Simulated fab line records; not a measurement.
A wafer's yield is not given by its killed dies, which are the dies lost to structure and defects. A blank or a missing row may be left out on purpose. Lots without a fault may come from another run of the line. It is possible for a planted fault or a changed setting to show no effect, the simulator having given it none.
What tool caused it? :: flow nand-harc :: 31 wafers from 11 lots sampled at 5 of the route's 1159 steps

WHAT THE GAUGES SHOWED, per wafer
NHARC_END_WLT_00.
lot: L970
measured: day 20 04:54
on: prober-01
VT_DECK1_BOTTOM: 0.867 0.872 0.866

lot: L971
measured: day 20 02:25
on: prober-02
VT_DECK1_BOTTOM: 0.863 0.866 0.866

lot: L973
measured: day 19 21:06
on: prober-01
VT_DECK1_BOTTOM: 0.886 0.889 0.877

lot: L972
measured: day 20 09:43
on: prober-02
VT_DECK1_BOTTOM: 0.896 0.887 0.894

lot: L974
measured: day 20 14:35
on: prober-01
VT_DECK1_BOTTOM: 0.874 0.875 0.876

lot: L975
measured: day 21 07:06
on: prober-01
VT_DECK1_BOTTOM: 0.865 0.875 0.876

lot: L978
measured: day 21 16:25
on: prober-02
VT_DECK1_BOTTOM: 0.893

lot: L987
measured: day 23 14:03
on: prober-01
VT_DECK1_BOTTOM: 0.871 0.865 0.868

lot: L988
measured: day 24 11:08
on: prober-01
VT_DECK1_BOTTOM: 0.869 0.879 0.881

lot: L993
measured: day 25 02:43
on: prober-02
VT_DECK1_BOTTOM: 0.876 0.869 0.878

lot: L992
measured: day 24 20:35
on: prober-01
VT_DECK1_BOTTOM: 0.873 0.872 0.876

EACH LOT AND THE TOOL THAT RAN IT (in order: tool; ch and the chambers of the sampled wafers; start)
lot: L970
NHARC_A_CHANNEL_HOLE_D1_ETCH_22: har-etch-02 ch 0,1, day 8 21:53
NHARC_A_CHANNEL_HOLE_D1_ETCH_24: har-etch-02 ch 0,1, day 8 23:10
NHARC_A_CHANNEL_FILL_D1_ALD_02: ald-hk-02 ch 0,2,3, day 9 02:49
NHARC_A_CHANNEL_FILL_D1_ETCHBACK_20: rie-diel-09 ch 0,1,2, day 10 03:20

lot: L971
NHARC_A_CHANNEL_HOLE_D1_ETCH_22: har-etch-01 ch 0,1, day 8 21:55
NHARC_A_CHANNEL_HOLE_D1_ETCH_24: har-etch-01 ch 0,1, day 8 23:12
NHARC_A_CHANNEL_FILL_D1_ALD_02: ald-hk-03 ch 0,1,2, day 9 03:14
NHARC_A_CHANNEL_FILL_D1_ETCHBACK_20: rie-diel-10 ch 1,2,3, day 10 03:21

lot: L973
NHARC_A_CHANNEL_HOLE_D1_ETCH_22: har-etch-02 ch 0,1, day 9 02:02
NHARC_A_CHANNEL_HOLE_D1_ETCH_24: har-etch-02 ch 0,1, day 9 03:18
NHARC_A_CHANNEL_FILL_D1_ALD_02: ald-hk-02 ch 0,1,2, day 9 07:01
NHARC_A_CHANNEL_FILL_D1_ETCHBACK_20: rie-diel-09 ch 1,2,3, day 10 07:59

lot: L972
NHARC_A_CHANNEL_HOLE_D1_ETCH_22: har-etch-01 ch 0,1, day 9 02:05
NHARC_A_CHANNEL_HOLE_D1_ETCH_24: har-etch-01 ch 0,1, day 9 03:21
NHARC_A_CHANNEL_FILL_D1_ALD_02: ald-hk-03 ch 1,2, day 9 07:08
NHARC_A_CHANNEL_FILL_D1_ETCHBACK_20: rie-diel-10 ch 1,3, day 10 07:59

lot: L974
NHARC_A_CHANNEL_HOLE_D1_ETCH_22: har-etch-01 ch 0,1, day 9 14:48
NHARC_A_CHANNEL_HOLE_D1_ETCH_24: har-etch-01 ch 0,1, day 9 16:04
NHARC_A_CHANNEL_FILL_D1_ALD_02: ald-hk-02 ch 1,2,3, day 9 19:50
NHARC_A_CHANNEL_FILL_D1_ETCHBACK_20: rie-diel-10 ch 0,1,3, day 10 20:02

lot: L975
NHARC_A_CHANNEL_HOLE_D1_ETCH_22: har-etch-02 ch 0,1, day 10 03:29
NHARC_A_CHANNEL_HOLE_D1_ETCH_24: har-etch-02 ch 0,1, day 10 04:46
NHARC_A_CHANNEL_FILL_D1_ALD_02: ald-hk-03 ch 0,2,3, day 10 08:29
NHARC_A_CHANNEL_FILL_D1_ETCHBACK_20: rie-diel-09 ch 0,1,2, day 11 10:56

lot: L978
NHARC_A_CHANNEL_HOLE_D1_ETCH_22: har-etch-01 ch 0, day 10 09:05
NHARC_A_CHANNEL_HOLE_D1_ETCH_24: har-etch-01 ch 0, day 10 10:31
NHARC_A_CHANNEL_FILL_D1_ALD_02: ald-hk-03 ch 0, day 10 13:58
NHARC_A_CHANNEL_FILL_D1_ETCHBACK_20: rie-diel-10 ch 2, day 11 16:15

lot: L987
NHARC_A_CHANNEL_HOLE_D1_ETCH_22: har-etch-02 ch 0,1, day 12 17:54
NHARC_A_CHANNEL_HOLE_D1_ETCH_24: har-etch-02 ch 0,1, day 12 19:11
NHARC_A_CHANNEL_FILL_D1_ALD_02: ald-hk-04 ch 1,2, day 12 22:58
NHARC_A_CHANNEL_FILL_D1_ETCHBACK_20: rie-diel-09 ch 0,1,2, day 14 02:32

lot: L988
NHARC_A_CHANNEL_HOLE_D1_ETCH_22: har-etch-02 ch 0,1, day 12 22:05
NHARC_A_CHANNEL_HOLE_D1_ETCH_24: har-etch-02 ch 0,1, day 12 23:21
NHARC_A_CHANNEL_FILL_D1_ALD_02: ald-hk-04 ch 0,1,2, day 13 03:07
NHARC_A_CHANNEL_FILL_D1_ETCHBACK_20: rie-diel-04 ch 0,1,2, day 14 02:29

lot: L993
NHARC_A_CHANNEL_HOLE_D1_ETCH_22: har-etch-02 ch 0,1, day 14 00:44
NHARC_A_CHANNEL_HOLE_D1_ETCH_24: har-etch-02 ch 0,1, day 14 01:59
NHARC_A_CHANNEL_FILL_D1_ALD_02: ald-hk-02 ch 0,1,3, day 14 05:47
NHARC_A_CHANNEL_FILL_D1_ETCHBACK_20: rie-diel-09 ch 1,2,3, day 15 09:41

lot: L992
NHARC_A_CHANNEL_HOLE_D1_ETCH_22: har-etch-02 ch 0,1, day 14 09:04
NHARC_A_CHANNEL_HOLE_D1_ETCH_24: har-etch-02 ch 0,1, day 14 10:19
NHARC_A_CHANNEL_FILL_D1_ALD_02: ald-hk-02 ch 0,3, day 14 14:05
NHARC_A_CHANNEL_FILL_D1_ETCHBACK_20: rie-diel-10 ch 1,2,3, day 15 14:48
- NHARC_A_CHANNEL_HOLE_D1_ETCH_22: etches the open film in C4F8/O2/Ar, time 666.7 s, target depth 1600 nm.
- NHARC_A_CHANNEL_HOLE_D1_ETCH_24: etches the open film in C4F8/O2/Ar, time 906.2 s, target depth 1500 nm.
- NHARC_A_CHANNEL_FILL_D1_ALD_02: deposits SiO2, target thk 6 nm, pulse time 10 s, ald cycles 60.
- NHARC_A_CHANNEL_FILL_D1_ETCHBACK_20: etches the open film in C4F8/O2/Ar, target depth 27 nm, time 13.5 s.

THE ANSWER, worked out from the rows above alone
Rule: usual is defined by the lots themselves. Put in order of their means at a reading, lots are off if they are a third of the lots or fewer, leave a main group of 4 or more, and stand apart from it by a gap of 3 or more times the standard deviation of the main group's means; of several such gaps the widest counts. The tables above print the reading to a certain number of digits; a main group whose means all agree to those digits is not used. Also off: a lot with no number at a reading for which 4 or more lots have one. Where the step has rows for the other lots, those lots are counted as sound.
Nothing can be told from this: no lot is off at any reading shown.

WHAT WAS PUT IN BY THE SIMULATOR
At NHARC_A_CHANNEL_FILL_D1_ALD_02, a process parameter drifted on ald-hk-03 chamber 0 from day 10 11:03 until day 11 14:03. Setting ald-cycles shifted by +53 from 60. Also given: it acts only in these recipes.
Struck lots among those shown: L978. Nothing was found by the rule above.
